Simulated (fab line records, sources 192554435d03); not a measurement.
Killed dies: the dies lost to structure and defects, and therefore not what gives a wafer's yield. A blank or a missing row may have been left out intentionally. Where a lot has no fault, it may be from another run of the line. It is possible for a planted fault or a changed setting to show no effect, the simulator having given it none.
Comparing a struck lot with a sound one ; flow n5Finfet ; 15 out of 1938 route steps
Sound: these wafers, L335.1, L335.5, L335.6. The struck wafers were L349.1, L349.2. At the end, the cause is stated.
At each step with rows: each side's tool, then ch and its chambers, then its first start. Under that, the readings that differ: sound wafers ; struck wafers ; difference of the means ; sigmas: that difference in standard deviations of wafers without a fault.
alike: same words and numbers on both sides, and readings whose means sit less than 2 such deviations apart. not compared: any withheld reading, any reading some wafer has no value for, any bound like >300 that may hide the same value, and any number with overlapping values for which the record gives no deviation.
The two part at a step that has a row with sigmas, a row that says differs or no value, or rows on one side only. Non-overlapping numbers with no deviation appear without sigmas and do not part them. Lack of a reading on every wafer of one side parts them only where that side has two or more wafers.

N5_BEOL_M6_STRIP_80: strips in N2/H2, time 10 s.
  sound on rieDiel-04 ch 0,3; struck on rieDiel-05 ch 0,2
  alike: chamberPressureMTorr, drypumpMotorCurrentA, oesProductAu, rfVppV, showerheadPlenumPTorr, throttleValvePct
  not compared: rfHoursCounterH
N5_BEOL_M6_OCD_MEAS_38:
  sound: ocd-01 at day 9 04:12; struck: ocd-02 at day 13 00:18
  alike: trenchDepthNm
then, 4 steps without rows for these wafers: N5_BEOL_M6_HM_STRIP_39 (strips TiN in peroxide tin strip, target depth 25 nm, time 158 s); N5_BEOL_M6_SRD_40 (time 30 s); N5_BEOL_M6_PRECLEAN_42 (cleans in residue remover, time 60 s); N5_BEOL_M6_SRD_43 (time 30 s).
N5_BEOL_M6_CD_MEAS_35: target cd 40 nm, target cd y 28 nm.
  sound: cdSem-01 at day 9 04:21; struck: cdSem-03 at day 13 00:27
  alike: cdNm
N5_BEOL_M6_CURE_75: cures SiCOH lowk, time 120 s.
  sound on uvCure-03 ch 1, day 9 04:23; struck on uvCure-02 ch 1, day 13 00:29
reading;sound;struck;difference;sigmas
wafer_temp_C_max;372.7 372.4 372.8;370.9 370.9;-1.7;-3
  alike: lampPowerPct
N5_BEOL_M6_DEGAS_44: time 60 s.
  sound: pvdSputter-03 at day 9 05:32; struck: pvdSputter-03 at day 13 01:05
  alike: heaterPowerW
N5_BEOL_M6_PRE_CLEAN_45: time 30 s.
  sound: pvdSputter-03 at day 9 05:34; struck: pvdSputter-03 at day 13 01:07
  alike: heaterPowerW
then, 2 steps without rows for these wafers: N5_BEOL_M6_ALD_77 (deposits TaN, target thk 2 nm, pulse time 2 s, purge time 3 s); N5_BEOL_M6_SURFACE_TREAT_79.
N5_BEOL_M6_CVD_78: deposits Co from CCTBA/H2, target thk 2 nm, time 142.3 s.
  sound on cvdCo-01 ch 0,2, day 9 06:08; struck on cvdCo-02 ch 0,2, day 13 01:42
reading;sound;struck;difference;sigmas
runLengthS (s);164.6 166.0 164.3;63.9 64.9;-100.6;-99 or more
N5_BEOL_M6_SPUTTER_48: material Cu, target thk 10 nm, time 1.667 s.
  sound: pvdSputter-01 at day 9 06:20; struck: pvdSputter-03 at day 13 01:54
  alike: chamberPressurePa, throttleValvePct
N5_PASSIVATION_PROBE_49:
  sound wafers here have rows in the record (prober-01, day 12 23:25); struck ones have none

WHERE THEY PART
At N5_BEOL_M6_CURE_75 first; at N5_PASSIVATION_PROBE_49 last (within this record only).

WHY: what had been put in by the simulator
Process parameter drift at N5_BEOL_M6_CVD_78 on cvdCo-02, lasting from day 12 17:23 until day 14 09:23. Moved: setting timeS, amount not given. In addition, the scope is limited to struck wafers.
